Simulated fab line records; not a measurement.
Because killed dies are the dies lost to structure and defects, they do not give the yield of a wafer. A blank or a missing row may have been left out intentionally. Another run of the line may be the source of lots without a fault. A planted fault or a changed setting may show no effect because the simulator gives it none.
fab line records | flow n5_finfet
record: lots: 4 wafers: 12 last_day: 15
route steps=1938 shown BEOL_M10@1499 BEOL_M11@1536 PASSIVATION@1936
lots with no fault: from the same line, run without faults
start_h: hours from the record's opening day to when the first of the lot's shown wafers began | wait_h: time in hours since the lot's previous step | " repeats the value in the row above | L1.1+2: a row that stands for several wafers | - no value, or no start given | * or withheld: withheld | < > ~ a bound
route shown NAME@n: names a module that has steps shown in the file, with the first one's number in the route | usual: average and standard deviation across the fault-free wafers | same: alike in all rows | chamber/n: place in a boat | sites: readings site by site | _std_site: standard deviation across them | _edge_site: mean of outer sites minus mean of inner sites | radius_mm: how far each site lies from the wafer's centre | mask NAME#n: copy n | behind: tool/chamber where the wafer was last shaped | hold: cause of the lot's hold/its duration in hours/its outcome | device: whichever transistor did not switch (one of n, p or np) | end of line: at the end of the route, the tests of the same wafers | step lacking rows: just its recipe | killed: the dies lost at the first sort to structure and to defects; this is not the yield of the wafer | map: a wafer's dies, x killed, . not, _ none there
set.NAME: the run value of the setting; set.NAME@STEP: its run value at that earlier step | model.NAME: the simulator's own value behind a step, which no gauge read
lots seen at some steps along the route; tables by step, rows by wafer
services: a tool's chamber out of use, with start hour (start_h, from the record's first day; less than 0 if before it), hours out, and reason
== steps ==
step: N5_BEOL_M10_EXPOSE_25
recipe: mask_id: V9 na: 1.35 source_shape: annular sigma_inner: 0.5 sigma_outer: 0.8 polarization: unpolarized dose_mj: 85.5
step: N5_BEOL_M10_PEB_26
recipe: peb_temp_c: withheld peb_time_s: 60 resist: CAR-ArF
step: N5_BEOL_M10_DEVELOP_27
recipe: develop_time_s: 30 developer: TMAH resist: CAR-ArF rinse_liquid: diw dry: air_spin dev_temp_c: 23
step: N5_BEOL_M10_DESCUM_33
recipe: chemistry: O2 time_s: 7.9 source_power_w: 50 bias_power_w: 20 pressure_mtorr: 20 rf_frequency_hz: 2.712e+07 temp_c: 40 resist: CAR-ArF o2_flow_sccm: 225
step: N5_BEOL_M10_ETCH_65
recipe: chemistry: CF4 target: SiARC target_depth_a: 390 mask_material: CAR-ArF time_s: 65 ion_energy_ev: 80 pressure_mtorr: 40 source_w: 545 bias_w: 36 Ar_flow_sccm: 100 cf4_flow_sccm: 100 ends: cleared
step: N5_BEOL_M10_ETCH_66
recipe: chemistry: N2/H2 target: SOC target_depth_a: 1200 overetch_a: 240 mask_material: SiARC temp_c: 40 time_s: 180 ion_energy_ev: 200 pressure_mtorr: 30 source_w: 840 bias_w: 150 n2_flow_sccm: 200 h2_flow_sccm: 200
step: N5_BEOL_M10_STRIP_69
recipe: chemistry: N2/H2 temp_c: 40 n2_flow_sccm: 200 h2_flow_sccm: 200 rf_frequency_hz: 6e+07
step: N5_BEOL_M10_VIA_ETCH_34
recipe: chemistry: C4F6/O2 target: SiCOH_lowk target_depth_a: 1845 mask_material: SOC taper_deg: 4 time_s: 69.2 ion_energy_ev: 250 pressure_mtorr: 30 source_w: 345 bias_w: 185 Ar_flow_sccm: 300 C4F6_flow_sccm: 10 O2_flow_sccm: 10
step: N5_BEOL_M10_STRIP_73
recipe: chemistry: C4F6/O2 resist: SiARC rf_frequency_hz: 6e+07
step: N5_BEOL_M10_STRIP_36
recipe: chemistry: N2/H2 power_w: 450 temp_c: 40 pressure_mtorr: 20 rf_frequency_hz: 6e+07 overash_fraction: 0.3 bias_power_w: 7 h2_frac: 0.5 n2_flow_sccm: 200 h2_flow_sccm: 200
usual: drypump_motor_current_A: 6.0/0.54 oes_product_au: 0.77/0.083 rf_vpp_V: 59.2/2 showerhead_plenum_p_Torr: 2.53/0.072 throttle_valve_pct: 23.6/0.37
columns lot.wafer tool chamber start_h wait_h drypump_motor_current_A oes_product_au rf_hours_counter_h rf_vpp_V showerhead_plenum_p_Torr throttle_valve_pct
L213.1 rie_diel-05 1 238.96 0.0 6.7 0.76 134 58.3 2.54 23.2
L213.2 " 0 " " 6.4 0.83 117 56.1 2.55 23.5
L213.5 " 3 " " 5.4 0.83 - 63.3 2.47 23.6
L215.3 rie_diel-05 1 257.25 0.0 6.7 0.72 140 59.4 2.54 23.3
L215.5 " 2 " " 6.3 0.70 - 59.9 2.52 24.3
L215.6 " 3 " " 5.4 0.84 - 59.5 2.47 23.7
L219.2 rie_diel-05 0 292.54 0.0 6.4 0.78 133 60.5 2.55 23.5
L219.3 " 2 " " 6.3 0.68 232 60.0 2.52 24.3
L219.6 " 2 " " 6.3 0.69 - 58.7 2.52 24.3
L221.1 rie_diel-02 2 304.15 0.0 6.1 0.74 154 61.7 2.54 23.8
L221.3 " 3 " " 5.7 0.68 246 58.0 2.48 23.7
L221.6 " 2 " " 6.1 0.75 - 59.4 2.54 23.7
step: N5_BEOL_M10_TRENCH_ETCH_37
recipe: chemistry: C4F6/O2 target_depth_a: 1488.3 target: SiCOH_lowk time_s: 48 ion_energy_ev: 250 pressure_mtorr: 30 source_w: 345 bias_w: 185 Ar_flow_sccm: 300 C4F6_flow_sccm: 10 O2_flow_sccm: 10
step: N5_BEOL_M10_ETCH_41
recipe: chemistry: CH3F/O2 target: SiCN target_depth_a: 426 taper_deg: 2 time_s: 86 ion_energy_ev: 120 mask_material: TiN pressure_mtorr: 30 source_w: 395 bias_w: 75 Ar_flow_sccm: 150 CH3F_flow_sccm: 30 O2_flow_sccm: 20
step: N5_BEOL_M10_STRIP_77
recipe: chemistry: N2/H2 time_s: 10 power_w: 450 temp_c: 40 pressure_mtorr: 20 rf_frequency_hz: 6e+07 bias_power_w: 7 n2_flow_sccm: 200 h2_flow_sccm: 200
step: N5_BEOL_M10_HM_STRIP_39
recipe: chemistry: peroxide_tin_strip material: TiN target_depth_a: 250 temp_c: 50 time_s: 158
step: N5_BEOL_M10_SRD_40
recipe: time_s: 30 temp_c: 23 rinse_liquid: diw dry: ipa_marangoni
step: N5_BEOL_M10_PRECLEAN_42
recipe: chemistry: residue_remover time_s: 60 temp_c: 40
step: N5_BEOL_M10_SRD_43
recipe: time_s: 30 temp_c: 23 rinse_liquid: diw dry: ipa_marangoni
step: N5_BEOL_M10_CURE_72
recipe: temp_c: 370 time_s: 120 ambient: DMADMS/He material: SiCOH_lowk
step: N5_BEOL_M10_DEGAS_44
recipe: ambient: vacuum temp_c: 250 time_s: 60
step: N5_BEOL_M10_PRE_CLEAN_45
recipe: gas: H2/He time_s: 30 temp_c: 250
step: N5_BEOL_M10_ALD_74
recipe: material: TaN target_thk_a: 20 temp_c: 275 ald_precursor_family: PDMAT ald_co_reactant: NH3 pressure_torr: 3 carrier_flow_sccm: 1500 pulse_time_s: 2 purge_time_s: 3 co_reactant_purge_time_s: 2 co_reactant_pulse_time_s: 3 ald_cycles: 40 precursor_vessel_temp_c: 75 precursor_vessel_pressure_torr: 26.25 precursor_vessel_carrier_sccm: 1000
step: N5_BEOL_M10_SURFACE_TREAT_76
recipe: gas: Ar time_s: * ion_energy_ev: * ion_current_ma_cm2: 0.5 pressure_mtorr: * ar_flow_sccm: 30
step: N5_BEOL_M10_CVD_75
recipe: material: Co target_thk_a: 20 temp_c: withheld precursor: CCTBA/H2 pressure_torr: 30 time_s: 138.9
step: N5_BEOL_M10_SPUTTER_48
recipe: material: Cu target_thk_a: 120 temp_c: -20 bias_v: 60 power_w: 26000 chamber_pressure_pa: 0.13 time_s: 2
step: N5_BEOL_M10_ECD_50
recipe: material: Cu target_thk_a: 3180
step: N5_BEOL_M10_ANNEAL_51
recipe: temp_c: 225 time_s: 90 ambient: N2
step: N5_BEOL_M10_CMP_52
recipe: stop_on: SiCOH_lowk t_overpolish_s: 7 down_force_psi: 1 platen_rpm: 50 clearing_platen_down_force_psi: 1.5 clearing_platen_rpm: 50 post_cmp_clean: cu_alkaline target_thk_nm: 140 clearing_platen_pad_velocity_m_s: 0.99484 pad_velocity_m_s: 0.99484
step: N5_BEOL_M10_PRE_CLEAN_55
recipe: gas: NH3 time_s: 15 temp_c: withheld rf_power_w: 300
step: N5_BEOL_M10_DEP_56
recipe: material: SiCN target_thk_a: 150 temp_c: withheld precursor: 3MS/NH3 pressure_torr: 3 rf_w: 202 time_s: 26.5
step: N5_BEOL_M11_ILD_DEP_00
recipe: material: SiCOH_lowk target_thk_a: 3085.1 temp_c: 300 precursor: DEMS/porogen pressure_torr: 5 rf_w: 500 time_s: 58
step: N5_BEOL_M11_CURE_71
recipe: temp_c: 385 time_s: 240 ambient: He/Ar material: SiCOH_lowk
step: N5_BEOL_M11_PECVD_70
recipe: material: SiO2 target_thk_a: 200 temp_c: 400 precursor: TEOS/O2 pressure_torr: 5.5 rf_w: 450 teos_flow_sccm: 53.8 gas: O2 flow_sccm: 3000 time_s: 22.7
step: N5_BEOL_M11_HM_DEP_02
recipe: material: TiN target_thk_a: 200 temp_c: 25 chamber_pressure_pa: 0.49996
step: N5_PASSIVATION_PROBE_49
usual: defect_limited_yield: 91.4/1.5 killed_at_M0_to_M3: 33/11 killed_at_M4_up: 14/5.3 killed_at_contacts: 13/6.2 killed_at_front_end: 39/13 killed_at_other: 3.1/2.8 killed_dies: 102/17 killed_on_rim: 13/3.8 killed_open: 68/13 killed_short: 32/7.8 sort_bin_5_function: 5.1/0.95 sort_bin_6_memory: 3.2/0.7 sort_n_pass: 1078/18 sort_yield_pct: 91.3/1.5
same: gross_dies: 1180 killed_at_back_side: 0 sort_bin_4_leakage[%]: 0 sort_bin_8_speed[%]: 0
columns lot.wafer tool chamber start_h wait_h defect_limited_yield[%] killed_at_M0_to_M3 killed_at_M4_up killed_at_contacts killed_at_front_end killed_at_other killed_dies killed_on_rim killed_open killed_short sort_bin_5_function[%] sort_bin_6_memory[%] sort_n_pass sort_yield_pct[%]
L213.1 prober-02 - 285.02 0.0 89.7 50 17 7 46 1 121 17 87 25 5.6 3.8 1059 89.7
L213.2 prober-02 - 285.07 0.1 91.1 40 20 10 33 2 105 18 82 23 4.9 3.6 1075 91.1
L213.5 prober-02 - 285.22 0.2 93.4 25 15 8 27 3 78 7 58 19 3.8 2.7 1102 93.4
L215.3 prober-01 - 310.09 0.1 85.3 41 97 6 28 1 173 33 55 32 8.4 3.5 1007 85.3
L215.5 prober-01 - 310.19 0.2 84.7 36 99 17 28 1 181 28 63 32 8.4 4.3 999 84.7
L215.6 prober-01 - 310.24 0.3 80.9 38 148 10 28 1 225 11 57 30 11.3 5.2 955 80.9
L219.2 prober-02 - 342.93 0.1 87.6 34 72 12 23 5 146 30 55 29 7.1 3.4 1034 87.6
L219.3 prober-02 - 342.98 0.1 85.2 43 92 3 30 7 175 27 55 32 8.7 3.5 1005 85.2
L219.6 prober-02 - 343.13 0.3 86.6 26 100 6 17 9 158 24 40 26 7.9 2.5 1022 86.6
L221.1 prober-02 - 359.14 0.0 91.4 16 18 19 46 2 101 13 69 32 5.0 3.2 1079 91.4
L221.3 prober-02 - 359.24 0.1 90.0 24 17 14 58 5 118 18 68 46 5.6 3.8 1062 90.0
L221.6 prober-02 - 359.39 0.3 92.1 21 19 16 29 8 93 13 55 30 4.2 3.0 1087 92.1
killed by level:class
L213.1 BEOL_M3:geometric_particle:open=18 FIN_SAQP:geometric_particle:open=12 BEOL_M2:geometric_particle:open=8 BEOL_M4:geometric_particle:open=8 HKMG_FIN:area_etch=8 STI_FIN_REVEAL:geometric_particle:open=7 MOL_CONTACT_COAG:geometric_particle:open=6 BEOL_M1:geometric_particle:open=6
L213.2 BEOL_M3:geometric_particle:open=14 BEOL_M4:geometric_particle:open=14 FIN_SAQP:geometric_particle:short=9 BEOL_M0_SAQP:geometric_particle:open=9 FIN_SAQP:geometric_particle:open=7 BEOL_M1:geometric_particle:open=7 MOL_CONTACT_COAG:geometric_particle:open=7 STI_FIN_REVEAL:geometric_particle:open=5
L213.5 STI_FIN_REVEAL:geometric_particle:open=8 MOL_CONTACT_COAG:geometric_particle:open=8 BEOL_M4:geometric_particle:open=8 BEOL_M2:geometric_particle:open=5 BEOL_M3:geometric_particle:open=5 BEOL_M0_SAQP:geometric_particle:open=4 FIN_SAQP:geometric_particle:short=3 DUMMY_GATE:geometric_particle:open=3
L215.3 BEOL_M10:unspecified=85 BEOL_M3:geometric_particle:open=12 FIN_SAQP:geometric_particle:short=11 BEOL_M0_SAQP:geometric_particle:open=8 FIN_SAQP:geometric_particle:open=6 BEOL_M4:geometric_particle:open=6 MOL_CONTACT_COAG:geometric_particle:open=5 BEOL_M0_SAQP:geometric_particle:short=5
L215.5 BEOL_M10:unspecified=86 MOL_CONTACT_COAG:geometric_particle:open=12 BEOL_M0_SAQP:geometric_particle:open=8 FIN_SAQP:geometric_particle:short=6 BEOL_M3:geometric_particle:open=6 MOL_CONTACT_COAG:geometric_particle:short=5 BEOL_M2:geometric_particle:open=5 FIN_SAQP:geometric_particle:open=4
L215.6 BEOL_M10:unspecified=138 BEOL_M0_SAQP:geometric_particle:short=11 MOL_CONTACT_COAG:geometric_particle:open=9 BEOL_M0_SAQP:geometric_particle:open=9 FIN_SAQP:geometric_particle:short=7 BEOL_M3:geometric_particle:open=6 BEOL_M0:geometric_particle:open=6 FIN_SAQP:geometric_particle:open=5
L219.2 BEOL_M10:unspecified=60 MOL_CONTACT_COAG:geometric_particle:open=10 BEOL_M0_SAQP:geometric_particle:open=8 BEOL_M2:geometric_particle:open=6 BEOL_M4:geometric_particle:open=6 GATE_CUT:geometric_particle:short=5 STARTING-WAFER:geometric_particle:open=5 STI_FIN_REVEAL:geometric_particle:open=4
L219.3 BEOL_M10:unspecified=88 BEOL_M0_SAQP:geometric_particle:short=11 BEOL_M0_SAQP:geometric_particle:open=10 BEOL_M3:geometric_particle:open=8 STI_FIN_REVEAL:geometric_particle:open=5 BEOL_M2:geometric_particle:open=5 FIN_SAQP:geometric_particle:short=4 DUMMY_GATE:geometric_particle:open=4
L219.6 BEOL_M10:unspecified=89 BEOL_M3:geometric_particle:open=7 BEOL_M2:geometric_particle:open=7 BEOL_M0_SAQP:geometric_particle:short=6 BEOL_M5:geometric_particle:open=6 STI_FIN_REVEAL:geometric_particle:open=5 MOL_CONTACT_COAG:geometric_particle:open=4 PAD_METAL:geometric_particle:short=4
L221.1 STI_FIN_REVEAL:geometric_particle:open=12 MOL_CONTACT_COAG:geometric_particle:open=11 FIN_SAQP:geometric_particle:open=8 BEOL_M4:geometric_particle:open=8 MOL_CONTACT_COAG:geometric_particle:short=8 FIN_SAQP:geometric_particle:short=4 GATE_CUT:geometric_particle:open=4 BEOL_M1:geometric_particle:open=4
L221.3 FIN_SAQP:geometric_particle:short=20 MOL_CONTACT_COAG:geometric_particle:open=12 STI_FIN_REVEAL:geometric_particle:open=9 FIN_SAQP:geometric_particle:open=7 BEOL_M3:geometric_particle:open=6 BEOL_M2:geometric_particle:open=5 BEOL_M4:geometric_particle:open=5 DUMMY_GATE:geometric_particle:open=4
L221.6 MOL_CONTACT_COAG:geometric_particle:open=11 BEOL_M4:geometric_particle:open=9 HKMG_FIN:area_etch=6 MIM_TOP_ETCH:geometric_particle:short=5 MOL_CONTACT_COAG:geometric_particle:short=5 BEOL_M2:geometric_particle:open=5 BEOL_M0_SAQP:geometric_particle:short=4 BEOL_M3:geometric_particle:open=4
map L215.6 (x killed, . not)
_________________x.........x.________________
______________x.......x..x......_____________
___________x......x................__________
__________x..................x......_________
________........x..x.................._______
_______...............xx..x............______
______...x..x.x....................x...._____
_____..............................x.....____
____..x........x...........x..............___
___..............x..x......................__
___..........x..x..x.......................__
__.....x..................x................._
__.....xx..................x.............x.._
_x.........x...................x.............
_..........x.....x......................x....
_...........x..........x.x.xx................
_..x.................x..xx.xx.......x........
_...x............x.xxxxxxxxx.......x...x.....
_....x.............xxxxxxxxxxxxxx.........x..
_..............x..xx.xxxxxxxxxxx.x.........x.
_..x..x..x......xx.xxxxxxxxxxxxx.x.......x...
__...............xxxxxxxxxxxxxxxx......xx..._
__..x.............xxxxxxxxxxxxxx.x.........._
___.......x.......xxxxxxxxxxxxxxxx.........__
___....x...x......xxxxxxxxxxxxx............__
____...............xxxxxxxxxxxx...........___
_____....x.............xxxxxxx..........x____
______...........x.x.xx.xxx..x.........._____
_______.x...............x....x.........______
________.........x.............x......_______
__________..........x..........x...._________
___________.x...x.....xxx........x.__________
______________.................._____________
_________________....x.......________________
map L219.3 (x killed, . not)
_________________.......x....________________
______________.................._____________
___________........................__________
__________...........x.........x...._________
________...........................x.._______
_______.......xx.......................______
______x....x.x.............x........x..._____
_____..x.....x............x......x.......____
____............x.........x...............___
___....................x....x........x.....__
___...x..............x...................x.__
__...x..............x......................._
__...............xx....x...................._
_.................................x..........
_...x..........x.....x.......................
_.x...........x....x...x.....................
_...........x.x............x...........x.x.x.
_...x..............x......x.......x.x..xx....
_..................................xxxxxx....
_x..x......x.....x...x......x.....x.xx..xx.x.
_.......x..x....x.....x....x.....x.xxxxxxxxxx
__.x........x.......x....x..x......xxxxxxxxx_
__.......x..x...........x......x...xxxxxxxxx_
___................x.............xxxxxxxxxx__
___...........x..................xxxxxxxxxx__
____..........x.................x.xxxxxxxx___
_____.............................xxxxxxx____
______.x..........................xxxxxx_____
_______.................x.......x..xxxx______
________.........x......x...x....x..xx_______
__________.........x................_________
___________..x....x......x.........__________
______________.................x_____________
_________________.....x.x....________________
== services ==
columns tool chamber start_h hours kind
rie_diel-05 3 229.94 6.9 repair
rie_diel-05 2 235.44 7.4 repair
rie_diel-05 - 260.09 1.4 repair
rie_diel-02 0 294.09 10.7 repair
== key ==
first_sign: step: N5_PASSIVATION_PROBE_49 reading: killed_at_M4_up direction: up sigmas: 16 usual: 14 struck: 101
effect: step: N5_PASSIVATION_PROBE_49 reading: defect_limited_yield direction: down sigmas: 4.3 usual: 91.4 struck: 85.1
more_kills_born_at: N5_BEOL_M10_STRIP_36@rie_diel-05: 546
met_at N5_BEOL_M10_STRIP_36
struck_wafers L215.3,L215.5,L215.6,L219.2,L219.3,L219.6
onset_between 238.96 257.25
fault: kind: chamber_particle_source tool: rie_diel-05 chamber: - onset_h: 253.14 steps: N5_BEOL_M10_STRIP_36 rate_per_visit_cm2: 1.1384 end_h: 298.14
